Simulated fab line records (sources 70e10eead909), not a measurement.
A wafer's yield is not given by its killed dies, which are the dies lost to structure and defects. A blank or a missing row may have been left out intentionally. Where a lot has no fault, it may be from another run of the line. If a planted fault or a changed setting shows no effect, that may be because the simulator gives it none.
Chamber matching / flow nand-harc / cmp-02 running NHARC_A_STAIRCASE_CMP_152: 4 sister chambers
The step polishes. 30 wafers are shown with their chamber, then 12 later ones without.

== WAFERS WITH THEIR CHAMBER ==
wafer=L074.1; chamber=3; motor-current-A (A)=11.6
wafer=L074.5; chamber=1; motor-current-A (A)=10.9
wafer=L074.6; chamber=0; motor-current-A (A)=14.0
wafer=L077.1; chamber=2; motor-current-A (A)=10.2
wafer=L077.4; chamber=1; motor-current-A (A)=10.7
wafer=L077.6; chamber=2; motor-current-A (A)=9.6
wafer=L076.1; chamber=0; motor-current-A (A)=13.6
wafer=L076.3; chamber=3; motor-current-A (A)=12.2
wafer=L076.4; chamber=2; motor-current-A (A)=10.4
wafer=L081.2; chamber=1; motor-current-A (A)=10.5
wafer=L081.3; chamber=2; motor-current-A (A)=9.9
wafer=L081.4; chamber=0; motor-current-A (A)=13.7
wafer=L081.1; chamber=3; motor-current-A (A)=11.9
wafer=L081.5; chamber=1; motor-current-A (A)=11.0
wafer=L081.6; chamber=2; motor-current-A (A)=10.1
wafer=L082.2; chamber=1; motor-current-A (A)=10.8
wafer=L082.4; chamber=2; motor-current-A (A)=10.1
wafer=L082.6; chamber=2; motor-current-A (A)=10.0
wafer=L086.2; chamber=1; motor-current-A (A)=10.4
wafer=L086.4; chamber=2; motor-current-A (A)=9.9
wafer=L086.6; chamber=1; motor-current-A (A)=10.7
wafer=L087.1; chamber=2; motor-current-A (A)=10.0
wafer=L087.2; chamber=3; motor-current-A (A)=12.3
wafer=L087.3; chamber=1; motor-current-A (A)=10.8
wafer=L087.4; chamber=0; motor-current-A (A)=13.9
wafer=L087.5; chamber=3; motor-current-A (A)=11.9
wafer=L087.6; chamber=2; motor-current-A (A)=10.1
wafer=L094.1; chamber=2; motor-current-A (A)=10.5
wafer=L094.5; chamber=2; motor-current-A (A)=10.4
wafer=L094.6; chamber=3; motor-current-A (A)=11.6

SIGNATURES (averages over the wafers above)
reading=motor-current-A; chamber 0=13.800; chamber 1=10.725; chamber 2=10.100; chamber 3=11.917; scatter within a chamber=0.24
Rule: distance of a wafer from a chamber = root of the sum over the readings of ((wafer's reading minus chamber's mean) / reading's scatter) squared. If the next closest chamber is less than 2 further off than the closest, the wafer can't be placed; otherwise it belongs to the closest. How the scatter is found: for the shown wafers, subtract from each reading the mean of its chamber, square and add these, divide the total by (wafers less chambers), then take the root.

== WAFERS WITH NO CHAMBER GIVEN ==
wafer=L097.3; motor-current-A (A)=12.1
wafer=L097.4; motor-current-A (A)=10.3
wafer=L097.6; motor-current-A (A)=13.5
wafer=L097.1; motor-current-A (A)=10.8
wafer=L097.2; motor-current-A (A)=13.4
wafer=L097.5; motor-current-A (A)=12.6
wafer=L096.2; motor-current-A (A)=13.3
wafer=L096.5; motor-current-A (A)=11.8
wafer=L096.6; motor-current-A (A)=14.3
wafer=L095.1; motor-current-A (A)=14.3
wafer=L095.2; motor-current-A (A)=10.4
wafer=L095.6; motor-current-A (A)=13.9

== CHAMBER TAKEN BY EACH ==
wafer=L097.3; from the rows above=3; in truth=3
wafer=L097.4; from the rows above=can't be placed: 2 or 1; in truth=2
wafer=L097.6; from the rows above=0; in truth=0
wafer=L097.1; from the rows above=1; in truth=1
wafer=L097.2; from the rows above=0; in truth=0
wafer=L097.5; from the rows above=3; in truth=3
wafer=L096.2; from the rows above=0; in truth=0
wafer=L096.5; from the rows above=3; in truth=3
wafer=L096.6; from the rows above=0; in truth=0
wafer=L095.1; from the rows above=0; in truth=0
wafer=L095.2; from the rows above=can't be placed: 2 or 1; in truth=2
wafer=L095.6; from the rows above=0; in truth=0
Correctly placed: 10 of 12. From these rows, 2 cannot be placed; in 2 the true chamber is one of the candidates. Placed wrongly: 0.
